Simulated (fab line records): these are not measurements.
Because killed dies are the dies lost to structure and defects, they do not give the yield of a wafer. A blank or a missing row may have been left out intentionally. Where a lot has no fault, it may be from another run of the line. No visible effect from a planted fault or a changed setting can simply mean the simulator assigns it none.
fab line records	flow n5Finfet
[record] lots = 7	wafers = 21
route steps=1938 shown BEOL_M8@1368 BEOL_M9@1417 BEOL_M10@1494 BEOL_M11@1599 BEOL_M13@1705 BEOL_M14@1739 BEOL_M15@1819 MIM_TOP_ETCH@1853
startH: hours from the record's opening day to when the first of the lot's shown wafers began	waitH: hours from the lot's prior step to this one	" repeats the value in the row above	L1.1+2: several wafers, shown together as one row	- no value present, or no start provided	* or withheld: withheld	< > ~ a bound
route shown NAME@n: NAME is a module with steps in the file, n the number in the route of the first one	usual: mean and standard deviation over wafers with no fault	same: alike in all rows	chamber/n: place in a boat	sites: each site's reading	_std_site: how widely they spread, as a standard deviation	_edge_site: mean of outer sites minus mean of inner sites	radiusMm: for every site, how far away it sits from the centre of the wafer	mask NAME#n: copy n	behind: the most recent tool/chamber to have shaped the wafer	hold: what put the lot on hold/how long, in hours/how the hold closed	device: the n, p or np transistor that did not switch	end of line: tests of these same wafers at the route's end	a step given without rows: its recipe and nothing more	killed: dies that structure and defects cost at the first sort, which is not the same as the wafer's yield	map: a wafer's dies, x killed, . not, _ none there
set.NAME: the setting that was run; set.NAME@STEP: the one run at that earlier step	model.NAME: the simulator's own value behind a step, which no gauge read
lots run with intentionally changed settings; tables by step, rows by wafer
[[steps]]
[step N5_BEOL_M8_DESCUM_33]
[recipe] chemistry = O2	timeS = 7	sourcePowerW = 50	biasPowerW = 20	pressureMtorr = 20	rfFrequencyHz = 2.712e+07	tempC = 40	resist = CAR-EUV	o2FlowSccm = 225
lot.wafer	tool	chamber	startH	waitH	set.timeS	set.doseMj@BEOL_M8_EXPOSE_25	model.CAR-EUV_of_BEOL_M8_COAT_22.thkNm	model.BEOL_M8.cdNm
L079.4	rieDiel-06	3	248.61	0.0	5.561	42.5	26.6	39.8
L079.5+6	"	2,1	"	"	7	42.5	26	40
L089.1	rieDiel-02	3	298.39	0.0	8.467	41.59	25.4	39.8
L089.2	"	0	"	"	7	41.59	26	39.6
L089.3	"	2	"	"	7	42.5	26	40.2
L090.1+3	rieDiel-02	2,1	313.47	0.6	7	42.5	26.2	40.2
L090.2	"	0	"	"	7	42.5	26.2	40
L092.1	rieDiel-02	2	322.79	0.1	6.329	39.39	26.4	38.4
L092.2	"	0	"	"	7	42.5	26	40
L092.4	"	1	"	"	6.329	39.39	26.4	38
L091.2+4+6	rieDiel-06	3,1,2	323.13	0.2	7	42.5	26.2	40
L093.3	rieDiel-06	0	331.94	0.7	7	42.5	26	40.4
L093.5+6	"	2,1	"	"	7	45.32	26	41.4
L095.2	rieDiel-03	1	354.61	0.6	7	45.06	26.2	41.4
L095.3	"	0	"	"	6.154	42.5	26.6	39.8
L095.4	"	3	"	"	6.154	45.06	26.6	41
[step N5_BEOL_M8_ETCH_72]
[recipe] chemistry = N2/H2	target = underlayer	targetDepthA = 65	maskMaterial = CAR-EUV	timeS = 5.2	ionEnergyEv = 200	pressureMtorr = 30	sourceW = 840	biasW = 150	n2FlowSccm = 200	h2FlowSccm = 200	ends = cleared
lot.wafer	tool	chamber	startH	waitH	set.timeS@BEOL_M8_DESCUM_33	model.CAR-EUV_of_BEOL_M8_COAT_22.thkNm
L079.4	rieDiel-06	3	248.65	0.0	5.561	21
L079.5+6	"	2,1	"	"	7	20.2
L089.1	rieDiel-02	3	298.43	0.0	8.467	19.6
L089.2	"	0	"	"	7	20.4
L089.3	"	2	"	"	7	20.2
L090.1+2+3	rieDiel-02	2,0,1	313.50	0.0	7	20.6
L092.1+4	rieDiel-02	2,1	322.82	0.0	6.329	20.6
L092.2	"	0	"	"	7	20.2
L091.2+6	rieDiel-06	3,2	323.16	0.0	7	20.4
L091.4	"	1	"	"	7	20.6
L093.3	rieDiel-06	0	331.98	0.0	7	20.2
L093.5+6	"	2,1	"	"	7	20.4
L095.2	rieDiel-03	1	354.64	0.0	7	20.6
L095.3+4	"	0,3	"	"	6.154	20.8
[step N5_BEOL_M8_ETCH_65]
[recipe] chemistry = CF4	target = SiARC	targetDepthA = 156	maskMaterial = CAR-EUV	timeS = 26	ionEnergyEv = 80	pressureMtorr = 40	sourceW = 545	biasW = 36	Ar_flow_sccm = 100	cf4FlowSccm = 100	ends = cleared
lot.wafer	tool	chamber	startH	waitH	set.timeS@BEOL_M8_DESCUM_33	model.CAR-EUV_of_BEOL_M8_COAT_22.thkNm
L079.4	rieDiel-06	3	248.66	0.0	5.561	11.8
L079.5+6	"	2,1	"	"	7	11
L089.1	rieDiel-02	3	298.44	0.0	8.467	10.4
L089.2+3	"	0,2	"	"	7	11.2
L090.1+2+3	rieDiel-02	2,0,1	313.52	0.0	7	11.4
L092.1	rieDiel-02	2	322.84	0.0	6.329	11.4
L092.2	"	0	"	"	7	11
L092.4	"	1	"	"	6.329	11.6
L091.2+6	rieDiel-06	3,2	323.18	0.0	7	11.2
L091.4	"	1	"	"	7	11.4
L093.3	rieDiel-06	0	332.00	0.0	7	11
L093.5+6	"	2,1	"	"	7	11.2
L095.2	rieDiel-03	1	354.66	0.0	7	11.4
L095.3+4	"	0,3	"	"	6.154	11.6
[step N5_BEOL_M9_DESCUM_16]
[recipe] chemistry = O2	timeS = 7.9	sourcePowerW = 50	biasPowerW = 20	pressureMtorr = 20	rfFrequencyHz = 2.712e+07	tempC = 40	resist = CAR-ArF	o2FlowSccm = 225
lot.wafer	tool	chamber	startH	waitH	set.timeS	model.CAR-ArF_of_BEOL_M9_COAT_05.thkNm
L079.4	rieDiel-04	2	258.81	0.0	6.843	84.2
L079.5	"	3	"	"	6.843	84.4
L079.6	"	0	"	"	7.9	83.6
L089.1	rieDiel-04	1	304.36	0.9	9.409	82.6
L089.2	"	2	"	"	9.409	82.4
L089.3	"	3	"	"	7.9	83.4
L090.1	rieDiel-04	2	319.42	0.3	6.856	84.2
L090.2	"	1	"	"	7.9	83.6
L090.3	"	3	"	"	6.856	84.4
L092.1	rieDiel-04	0	329.34	0.1	9.064	83
L092.2+4	"	3,2	"	"	7.9	83.8
L091.2	rieDiel-04	3	329.59	0.1	7.9	83.4
L091.4	"	0	"	"	7.9	83.8
L091.6	"	1	"	"	7.9	83.6
L093.3	rieDiel-04	1	339.72	0.0	9.255	82.8
L093.5	"	3	"	"	7.9	83.8
L093.6	"	0	"	"	9.255	83
L095.2	rieDiel-04	1	360.45	0.0	6.137	84.4
L095.3	"	3	"	"	6.137	84.6
L095.4	"	0	"	"	7.9	83.4
[step N5_BEOL_M10_COAT_63]
[recipe] resist = SOC	tempC = 250	timeS = 60	spinRpm = 1500	resistThkNm = 100
lot.wafer	tool	chamber	startH	waitH	set.spinRpm	model.SOC_of_BEOL_M10_COAT_63.thkNm
L079.4+6	lithoTrack-03	0	268.19	0.4	1500	100.4
L079.5	"	0	"	"	1500	100.6
L089.1	lithoTrack-03	0	312.37	0.8	1380	104.6
L089.2	"	0	"	"	1500	100.2
L089.3	"	0	"	"	1380	104.8
L090.1	lithoTrack-03	0	330.78	1.0	1606	97
L090.2	"	0	"	"	1500	100.2
L090.3	"	0	"	"	1606	96.8
L091.2+4+6	lithoTrack-01	0	338.10	1.3	1500	101
L092.1+2	lithoTrack-03	0	338.24	1.5	1500	100.2
L092.4	"	0	"	"	1500	100
L093.3	lithoTrack-03	0	349.05	2.7	1348	105.4
L093.5+6	"	0	"	"	1500	100.2
L095.2+3	lithoTrack-01	0	372.05	0.8	1500	99.8
L095.4	"	0	"	"	1500	99.6
[step N5_BEOL_M10_COAT_64]
[recipe] resist = SiARC	tempC = 220	timeS = 60	spinRpm = 1500	resistThkNm = 30
lot.wafer	tool	chamber	startH	waitH	set.spinRpm	model.SiARC_of_BEOL_M10_COAT_64.thkNm
L079.4+5	lithoTrack-03	0	-	-	1500	30
L079.6	"	0	"	"	1631	28.8
L089.1	lithoTrack-03	0	-	-	1500	30
L089.2+3	"	0	"	"	1500	30.2
L090.1+2	lithoTrack-03	0	-	-	1598	29.2
L090.3	"	0	"	"	1500	30
L091.2+4	lithoTrack-01	0	-	-	1500	30
L091.6	"	0	"	"	1500	30.2
L092.1+4	lithoTrack-03	0	-	-	1500	30
L092.2	"	0	"	"	1500	30.2
L093.3+5	lithoTrack-03	0	-	-	1500	30.2
L093.6	"	0	"	"	1656	28.6
L095.2	lithoTrack-01	0	-	-	1500	30.2
L095.3	"	0	"	"	1558	29.4
L095.4	"	0	"	"	1500	30
[step N5_BEOL_M10_COAT_22]
[recipe] resist = CAR-ArF	spinRpm = 1500	resistThkNm = 90
[step N5_BEOL_M10_EBR_24]
[recipe] solvent = PGMEA	ebrWidthMm = 1.5
[step N5_BEOL_M10_DESCUM_33]
[recipe] chemistry = O2	timeS = 7.9	sourcePowerW = 50	biasPowerW = 20	pressureMtorr = 20	rfFrequencyHz = 2.712e+07	tempC = 40	resist = CAR-ArF	o2FlowSccm = 225
[step N5_BEOL_M10_ETCH_65]
[recipe] chemistry = CF4	target = SiARC	targetDepthA = 390	maskMaterial = CAR-ArF	timeS = 65	ionEnergyEv = 80	pressureMtorr = 40	sourceW = 545	biasW = 36	Ar_flow_sccm = 100	cf4FlowSccm = 100	ends = cleared
lot.wafer	tool	chamber	startH	waitH	set.spinRpm@BEOL_M10_COAT_64	model.etch.depthNm	model.CAR-ArF_of_BEOL_M10_COAT_22.thkNm
L079.4	rieDiel-02	1	268.69	0.0	1500	29.92	56
L079.5	"	2	"	"	1500	30.06	55.8
L079.6	"	1	"	"	1631	28.82	56.8
L089.1	rieDiel-06	1	312.87	0.0	1500	30.04	55.8
L089.2	"	3	"	"	1500	30.16	55.6
L089.3	"	2	"	"	1500	30.15	55.8
L090.1	rieDiel-02	3	331.90	0.0	1598	29.14	56.4
L090.2	"	1	"	"	1598	29.16	56.4
L090.3	"	2	"	"	1500	29.97	55.6
L091.2	rieDiel-03	0	338.47	0.0	1500	29.98	55.2
L091.4	"	1	"	"	1500	29.97	55.2
L091.6	"	2	"	"	1500	30.11	55
L092.1	rieDiel-06	2	339.11	0.0	1500	30.01	56.4
L092.2	"	3	"	"	1500	30.11	56.2
L092.4	"	1	"	"	1500	30.05	56.2
L093.3	rieDiel-02	0	349.42	0.0	1500	30.13	56
L093.5	"	1	"	"	1500	30.11	56
L093.6	"	2	"	"	1656	28.7	57.2
L095.2	rieDiel-06	3	372.55	0.0	1500	30.15	55.6
L095.3	"	2	"	"	1558	29.47	56.4
L095.4	"	1	"	"	1500	30.09	55.6
[step N5_BEOL_M10_ETCH_66]
[recipe] chemistry = N2/H2	target = SOC	targetDepthA = 1200	overetchA = 240	maskMaterial = SiARC	tempC = 40	timeS = 180	ionEnergyEv = 200	pressureMtorr = 30	sourceW = 840	biasW = 150	n2FlowSccm = 200	h2FlowSccm = 200
lot.wafer	tool	chamber	startH	waitH	set.spinRpm@BEOL_M10_COAT_63	set.spinRpm@BEOL_M10_COAT_64	model.etch.depthNm	model.SiARC_of_BEOL_M10_COAT_64.thkNm
L079.4	rieDiel-02	1	268.74	0.0	1500	1500	100.5	23
L079.5	"	2	"	"	1500	1500	100.7	23
L079.6	"	1	"	"	1500	1631	100.4	22
L089.1	rieDiel-06	1	312.92	0.0	1380	1500	104.6	22.6
L089.2	"	3	"	"	1500	1500	100.2	22.8
L089.3	"	2	"	"	1380	1500	104.8	23.2
L090.1	rieDiel-02	3	331.95	0.0	1606	1598	96.91	22.2
L090.2	"	1	"	"	1500	1598	100.2	22.4
L090.3	"	2	"	"	1606	1500	96.87	22.8
L091.2	rieDiel-03	0	338.52	0.0	1500	1500	101	22.4
L091.4	"	1	"	"	1500	1500	101	22.6
L091.6	"	2	"	"	1500	1500	101	23
L092.1	rieDiel-06	2	339.16	0.0	1500	1500	100.1	23.2
L092.2	"	3	"	"	1500	1500	100.3	22.8
L092.4	"	1	"	"	1500	1500	100	22.6
L093.3	rieDiel-02	0	349.47	0.0	1348	1500	105.4	23.2
L093.5	"	1	"	"	1500	1500	100.2	23.2
L093.6	"	2	"	"	1500	1656	100.2	21.6
L095.2	rieDiel-06	3	372.60	0.0	1500	1500	99.89	22.8
L095.3	"	2	"	"	1500	1558	99.86	22.6
L095.4	"	1	"	"	1500	1500	99.56	22.6
[step N5_BEOL_M10_STRIP_69]
[recipe] chemistry = N2/H2	tempC = 40	n2FlowSccm = 200	h2FlowSccm = 200	rfFrequencyHz = 6e+07
[step N5_BEOL_M10_VIA_ETCH_34]
[recipe] chemistry = C4F6/O2	target = SiCOH_lowk	targetDepthA = 1845	maskMaterial = SOC	taperDeg = 4	timeS = 69.2	ionEnergyEv = 250	pressureMtorr = 30	sourceW = 345	biasW = 185	Ar_flow_sccm = 300	C4F6_flow_sccm = 10	O2_flow_sccm = 10
lot.wafer	tool	chamber	startH	waitH	set.spinRpm@BEOL_M10_COAT_63	model.SOC_of_BEOL_M10_COAT_63.thkNm
L079.4	rieDiel-02	1	268.86	0.0	1500	92.8
L079.5+6	"	2,1	"	"	1500	92.6
L089.1	rieDiel-06	1	313.04	0.0	1380	96.6
L089.2	"	3	"	"	1500	92.2
L089.3	"	2	"	"	1380	97.2
L090.1	rieDiel-02	3	332.08	0.0	1606	89.2
L090.2	"	1	"	"	1500	92.6
L090.3	"	2	"	"	1606	89
L091.2+6	rieDiel-03	0,2	338.65	0.0	1500	93
L091.4	"	1	"	"	1500	93.2
L092.1	rieDiel-06	2	339.29	0.0	1500	92.6
L092.2	"	3	"	"	1500	92.4
L092.4	"	1	"	"	1500	92
L093.3	rieDiel-02	0	349.59	0.0	1348	97.8
L093.5	"	1	"	"	1500	92.4
L093.6	"	2	"	"	1500	92.2
L095.2	rieDiel-06	3	372.72	0.0	1500	91.8
L095.3	"	2	"	"	1500	92
L095.4	"	1	"	"	1500	91.6
[step N5_BEOL_M11_DEP_56]
[recipe] material = SiCN	targetThkA = 300	tempC = withheld	precursor = 3MS/NH3	pressureTorr = 3	rfW = 675	timeS = 10.5
lot.wafer	tool	chamber	startH	waitH	set.timeS	model.SiCN_of_BEOL_M11_DEP_56.thkNm
L079.4	pecvd-02	0	279.25	0.0	10.5	30.6
L079.5	"	1	"	"	10.5	30.8
L079.6	"	2	"	"	10.5	30.2
L089.1+3	pecvd-04	0,1	325.22	0.0	10.5	29.4
L089.2	"	2	"	"	10.5	29
L090.1	pecvd-04	1	345.93	0.0	10.5	29.2
L090.2	"	0	"	"	10.5	29
L090.3	"	2	"	"	10.5	28.6
L091.2	pecvd-01	0	352.90	0.0	10.5	29.8
L091.4+6	"	0,1	"	"	10.5	30
L092.1+2	pecvd-02	0,1	353.18	0.0	10.97	31
L092.4	"	1	"	"	10.5	30.4
L093.3	pecvd-02	2	361.05	0.0	9.91	27.6
L093.5	"	0	"	"	9.91	28.4
L093.6	"	2	"	"	10.5	29.6
L095.2	pecvd-04	1	383.78	0.0	10.5	29.6
L095.3	"	0	"	"	9.303	26.4
L095.4	"	2	"	"	9.303	26.6
[step N5_BEOL_M13_SPUTTER_43]
[recipe] material = TaN	targetThkA = 150	tempC = 50	biasV = 168.6	powerW = 15000	chamberPressurePa = 0.12	timeS = 24.19
lot.wafer	tool	chamber	startH	waitH	set.timeS	model.TaN_of_BEOL_M13_SPUTTER_43.thkNm
L079.4+5	pvdSputter-02	-	287.93	0.0	21.13	13.4
L079.6	"	-	"	"	24.19	15.2
L089.1	pvdSputter-03	-	335.40	0.0	22.09	13.4
L089.2	"	-	"	"	24.19	15
L089.3	"	-	"	"	24.19	14.8
L090.1+3	pvdSputter-01	-	354.90	0.0	24.19	15
L090.2	"	-	"	"	27.12	16.8
L091.2+4+6	pvdSputter-01	-	360.37	0.0	24.19	14.8
L092.1	pvdSputter-02	-	361.18	0.0	24.19	15
L092.2+4	"	-	"	"	25.96	16
L093.3	pvdSputter-01	-	371.55	0.0	21.26	13.4
L093.5+6	"	-	"	"	24.19	15
L095.2	pvdSputter-03	-	393.07	0.0	24.19	14.6
L095.3	"	-	"	"	24.19	14.8
L095.4	"	-	"	"	22.25	13.6
[step N5_BEOL_M14_COAT_22]
[recipe] spinRpm = 2888	resistThkNm = 300
lot.wafer	tool	chamber	startH	waitH	set.spinRpm	model.coat_of_BEOL_M14_COAT_22.thkNm
L079.4	lithoTrack-05	0	-	-	2990	295.6
L079.5	"	0	"	"	2888	300.6
L079.6	"	0	"	"	2888	301.4
L089.1	lithoTrack-04	0	-	-	2888	299.2
L089.2+3	"	0	"	"	2888	298.4
L090.1	lithoTrack-02	0	-	-	2718	310
L090.2	"	0	"	"	2888	300.4
L090.3	"	0	"	"	2888	300.6
L091.2	lithoTrack-02	0	-	-	2888	300
L091.4	"	0	"	"	2888	299.8
L091.6	"	0	"	"	2888	299.4
L092.1+4	lithoTrack-02	0	-	-	2888	301.2
L092.2	"	0	"	"	2888	301.4
L093.3	lithoTrack-05	0	-	-	2888	299.2
L093.5	"	0	"	"	2804	303.8
L093.6	"	0	"	"	2888	298.4
L095.2	lithoTrack-02	0	-	-	2888	299.2
L095.3	"	0	"	"	3195	284.6
L095.4	"	0	"	"	2888	299.4
[step N5_BEOL_M14_DESCUM_33]
[recipe] chemistry = O2	timeS = 7.9	sourcePowerW = 50	biasPowerW = 20	pressureMtorr = 20	rfFrequencyHz = 2.712e+07	tempC = 40	o2FlowSccm = 225
lot.wafer	tool	chamber	startH	waitH	set.timeS	set.spinRpm@BEOL_M14_COAT_22	model.coat_of_BEOL_M14_COAT_22.thkNm
L079.4	rieDiel-02	2	290.72	0.0	6.657	2990	279
L079.5	"	3	"	"	6.657	2888	284.2
L079.6	"	2	"	"	6.657	2888	285
L089.1	rieDiel-02	1	338.46	0.0	7.9	2888	282.2
L089.2	"	2	"	"	6.43	2888	282
L089.3	"	0	"	"	7.9	2888	281.2
L090.1	rieDiel-03	2	357.73	0.0	7.9	2718	293
L090.2	"	1	"	"	7.9	2888	283.4
L090.3	"	0	"	"	6.968	2888	284
L091.2	rieDiel-06	3	363.19	0.0	7.9	2888	282.8
L091.4	"	1	"	"	7.9	2888	282.6
L091.6	"	3	"	"	7.9	2888	282.4
L092.1	rieDiel-02	3	363.97	0.0	7.9	2888	284
L092.2	"	0	"	"	7.9	2888	284.4
L092.4	"	1	"	"	7.9	2888	284.2
L093.3	rieDiel-03	0	374.79	0.3	7.9	2888	282
L093.5	"	0	"	"	7.9	2804	286.6
L093.6	"	1	"	"	6.71	2888	281.8
L095.2	rieDiel-06	2	395.94	0.0	8.35	2888	282
L095.3	"	3	"	"	7.9	3195	267.6
L095.4	"	0	"	"	7.9	2888	282.4
[step N5_BEOL_M15_SPUTTER_43]
[recipe] material = TaN	targetThkA = 150	tempC = 50	biasV = 168.6	powerW = 15000	chamberPressurePa = 0.12	timeS = 24.19
lot.wafer	tool	chamber	startH	waitH	set.powerW	model.TaN_of_BEOL_M15_SPUTTER_43.thkNm
L079.4	pvdSputter-02	-	299.67	0.0	15000	15
L079.5	"	-	"	"	15000	14.8
L079.6	"	-	"	"	15000	15.2
L089.1	pvdSputter-01	-	345.58	0.0	15000	15
L089.2	"	-	"	"	15000	14.6
L089.3	"	-	"	"	12990	12.8
L090.1	pvdSputter-03	-	365.54	0.0	12770	12.8
L090.2	"	-	"	"	15000	14.8
L090.3	"	-	"	"	12770	12.4
L091.2+6	pvdSputter-02	-	371.52	0.0	15000	15.2
L091.4	"	-	"	"	15000	15
L092.1	pvdSputter-02	-	372.08	0.0	15000	15
L092.2	"	-	"	"	15000	14.8
L092.4	"	-	"	"	12990	13.2
L093.3	pvdSputter-03	-	386.24	0.0	15000	15
L093.5	"	-	"	"	13230	13
L093.6	"	-	"	"	13230	13.2
L095.2+3	pvdSputter-03	-	404.68	0.0	15000	15.2
L095.4	"	-	"	"	15000	15
[step N5_MIM_TOP_ETCH_PECVD_03]
[recipe] material = SiNx	targetThkA = 200	tempC = 400	precursor = SiH4/NH3/N2	pressureTorr = 1.5	rfW = 300	timeS = 17.6
lot.wafer	tool	chamber	startH	waitH	set.timeS	model.SiNx_of_MIM_TOP_ETCH_PECVD_03.thkNm
L079.4	pecvd-02	0	306.68	-	17.6	20
L079.5	"	1	"	"	19.82	23.4
L079.6	"	2	"	"	17.6	20.2
L089.1+3	pecvd-01	2,0	352.10	-	15.17	17
L089.2	"	1	"	"	17.6	19.4
L090.1	pecvd-02	1	372.27	-	15.51	17.8
L090.2	"	0	"	"	17.6	19.8
L090.3	"	2	"	"	15.51	17.4
L091.2	pecvd-02	2	378.63	-	17.6	19.6
L091.4	"	2	"	"	17.6	20
L091.6	"	0	"	"	17.6	19.8
L092.1+2	pecvd-01	0,2	379.15	-	17.6	19.8
L092.4	"	0	"	"	18.97	21.6
L093.3	pecvd-01	2	391.37	-	17.6	20.4
L093.5	"	0	"	"	15.02	17.6
L093.6	"	2	"	"	17.6	20.6
L095.2+3	pecvd-01	1,2	411.26	-	17.6	19.8
L095.4	"	2	"	"	17.6	20.2
[[key]]
[split] step = N5_BEOL_M8_DESCUM_33	setting = timeS	stated = 7	by = wafer
[response] step = N5_BEOL_M8_DESCUM_33	reading = model.CAR-EUV_of_BEOL_M8_COAT_22.thkNm	change = -0.0305	per = 1%	r = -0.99
[response] step = N5_BEOL_M8_ETCH_72	reading = model.CAR-EUV_of_BEOL_M8_COAT_22.thkNm	change = -0.034	per = 1%	r = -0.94
[response] step = N5_BEOL_M8_ETCH_65	reading = model.CAR-EUV_of_BEOL_M8_COAT_22.thkNm	change = -0.0368	per = 1%	r = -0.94
[split] step = N5_BEOL_M9_DESCUM_16	setting = timeS	stated = 7.9	by = wafer
[response] step = N5_BEOL_M9_DESCUM_16	reading = model.CAR-ArF_of_BEOL_M9_COAT_05.thkNm	change = -0.0507	per = 1%	r = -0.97
[split] step = N5_BEOL_M10_COAT_63	setting = spinRpm	stated = 1500	by = wafer
[response] step = N5_BEOL_M10_COAT_63	reading = model.SOC_of_BEOL_M10_COAT_63.thkNm	change = -0.517	per = 1%	r = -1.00
[response] step = N5_BEOL_M10_ETCH_66	reading = model.etch.depthNm	change = -0.519	per = 1%	r = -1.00
[response] step = N5_BEOL_M10_VIA_ETCH_34	reading = model.SOC_of_BEOL_M10_COAT_63.thkNm	change = -0.545	per = 1%	r = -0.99
[split] step = N5_BEOL_M10_COAT_64	setting = spinRpm	stated = 1500	by = wafer
[response] step = N5_BEOL_M10_COAT_64	reading = model.SiARC_of_BEOL_M10_COAT_64.thkNm	change = -0.145	per = 1%	r = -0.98
[response] step = N5_BEOL_M10_ETCH_65	reading = model.etch.depthNm	change = -0.136	per = 1%	r = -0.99
[response] step = N5_BEOL_M10_ETCH_65	reading = model.CAR-ArF_of_BEOL_M10_COAT_22.thkNm	change = +0.118	per = 1%	r = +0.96
[response] step = N5_BEOL_M10_ETCH_66	reading = model.SiARC_of_BEOL_M10_COAT_64.thkNm	change = -0.12	per = 1%	r = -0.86
[split] step = N5_BEOL_M11_DEP_56	setting = timeS	stated = 10.5	by = wafer
[response] step = N5_BEOL_M11_DEP_56	reading = model.SiCN_of_BEOL_M11_DEP_56.thkNm	change = +0.259	per = 1%	r = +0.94
[split] step = N5_BEOL_M13_SPUTTER_43	setting = timeS	stated = 24.19	by = wafer
[response] step = N5_BEOL_M13_SPUTTER_43	reading = model.TaN_of_BEOL_M13_SPUTTER_43.thkNm	change = +0.144	per = 1%	r = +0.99
[split] step = N5_BEOL_M14_COAT_22	setting = spinRpm	stated = 2888	by = wafer
[response] step = N5_BEOL_M14_COAT_22	reading = model.coat_of_BEOL_M14_COAT_22.thkNm	change = -1.46	per = 1%	r = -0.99
[response] step = N5_BEOL_M14_DESCUM_33	reading = model.coat_of_BEOL_M14_COAT_22.thkNm	change = -1.44	per = 1%	r = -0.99
[split] step = N5_BEOL_M14_DESCUM_33	setting = timeS	stated = 7.9	by = wafer
response none clear
[split] step = N5_BEOL_M15_SPUTTER_43	setting = powerW	stated = 15000	by = wafer
[response] step = N5_BEOL_M15_SPUTTER_43	reading = model.TaN_of_BEOL_M15_SPUTTER_43.thkNm	change = +0.146	per = 1%	r = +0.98
[split] step = N5_MIM_TOP_ETCH_PECVD_03	setting = timeS	stated = 17.6	by = wafer
[response] step = N5_MIM_TOP_ETCH_PECVD_03	reading = model.SiNx_of_MIM_TOP_ETCH_PECVD_03.thkNm	change = +0.205	per = 1%	r = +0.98
split outsideThisFile step=N5_BEOL_M8_EXPOSE_25 setting=doseMj
// split outsideThisFile: this setting was split too, and the file shows its column; the key of that split is in another file
